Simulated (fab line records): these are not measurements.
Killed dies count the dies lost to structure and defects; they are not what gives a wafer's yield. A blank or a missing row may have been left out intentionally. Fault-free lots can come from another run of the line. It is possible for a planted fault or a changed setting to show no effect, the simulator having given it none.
A lot that was struck, set against a sound lot | flow n5-finfet | 19 steps out of a route of 1938
Sound: wafers L599.3, L599.4, L599.5. Struck: wafers L615.1, L615.3, L615.4. At the end, the cause is stated.
At each step with rows: each side's tool, then ch and its chambers, then its first start. Under that, the readings that differ: sound wafers | struck wafers | difference of the means | sigmas: that difference in standard deviations of wafers without a fault.
alike: readings with means less than 2 such deviations apart, plus words and numbers identical on both sides. not compared: withheld readings, readings lacking a value on some wafer, bounds such as >300 that could conceal the same value, and numbers that have no deviation in the record and whose values overlap.
A row with sigmas, a row that says differs or no value, or rows on one side alone: a step with any of these is where the two part. When numbers do not overlap yet have no deviation, they are printed without sigmas and do not part them. A reading missing from all wafers of one side parts the sides only when that side holds two or more wafers.

first, 8 steps without rows for these wafers: N5_ILD0_CMP_03 (polishes, stops on SiNx, t overpolish 1.9 s, target thk 197.38 nm); N5_ILD0_CMP_07 (polishes SiO2 flowable, stops on poly-Si, t overpolish 1.18 s, target thk 138.88 nm); N5_ILD0_PRECLEAN_10 (cleans in NF3:NH3, afs cycles 5, time 20 s, sublimation time 60 s); N5_ILD0_ALD_15 (deposits SiNx, target thk 24 nm, pulse time 1 s, ald cycles 480); N5_ILD0_CMP_12 (polishes SiNx, stops on poly-Si, t overpolish 6 s, target thk 17.67 nm); N5_SDB_HM_DEP_00 (deposits SiNx from SiH4/NH3/N2, target thk 40 nm, time 35.3 s); N5_SDB_COAT_03 (time 60 s, resist thk 100 nm); N5_SDB_COAT_04 (time 60 s, resist thk 18 nm).
N5_SDB_COAT_05: resist thk 90 nm.
  sound on litho-track-02 ch 0, day 5 00:05; struck on litho-track-02 ch 0, day 9 02:07
  reading                                  | sound                | struck               | difference | sigmas
  spin-speed-rpm (rpm)                     | 1501.1 1499.4 1500.4 | 1674.5 1674.4 1673.0 | +173.7     | +99 or more
  model.CAR-ArF_of_SDB_COAT_05.thk-nm (nm) | 90.2 90.2 90.2       | 85.8 85.6 85.6       | -4.5       |
then, 6 steps without rows for these wafers: N5_SDB_EBR_07; N5_SDB_SOFTBAKE_06 (time 60 s); N5_SDB_EXPOSE_08 (exposes mask SDB); N5_SDB_PEB_09 (peb time 60 s); N5_SDB_DEVELOP_10 (develop time 30 s); N5_SDB_DESCUM_16 (chemistry O2, time 7.9 s).
N5_SDB_ETCH_17: etches SiARC in CF4, target depth 23.4 nm, time 39 s.
  sound on rie-diel-02 ch 1,2,3, day 5 00:57; struck on rie-diel-03 ch 1,2,3, day 9 02:59
  reading                                  | sound          | struck         | difference | sigmas
  model.CAR-ArF_of_SDB_COAT_05.thk-nm (nm) | 66.8 66.8 66.8 | 62.6 62.2 62.4 | -4.4       |
  alike: drypump-motor-current-A, etch-rf-on-time-s, oes-product-au, rf-vpp-V, showerhead-plenum-p-Torr, throttle-valve-pct
  not compared: rf-hours-counter-h
then, 1 step without rows for these wafers: N5_SDB_ETCH_18 (etches SOC in N2/H2, target depth 100 nm, overetch 20 nm, time 150 s).
-- the record jumps here: 4 days lie between the struck wafers' starts before and after (it left off in module SDB and takes up again in module BEOL_M4, whose first step shown is number 1111 of the route) --
N5_BEOL_M4_RC_MEAS_101:
  sound on prober-01 ch 0, day 9 00:59; struck on prober-02 ch 0, day 12 23:58
  alike: DIBL_N, DIBL_P, IOFF_N, IOFF_P, ION_N, ION_P, SS_N, SS_P, VT_N, VT_P
-- a jump in the record: the struck wafers' starts before and after are 4 days apart (it breaks off in module BEOL_M4 and resumes in module PASSIVATION, where the first step shown is number 1936 of the route) --
N5_PASSIVATION_PROBE_49:
  rows exist in the record for the struck wafers here (prober-02, day 17 08:40), but not for the sound ones

== WHERE THEY PART ==
At N5_SDB_COAT_05 first; at N5_PASSIVATION_PROBE_49 last (within this record only).

WHY: whatever the simulator had introduced
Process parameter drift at N5_SDB_COAT_05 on litho-track-02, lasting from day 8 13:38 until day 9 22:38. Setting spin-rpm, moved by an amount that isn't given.
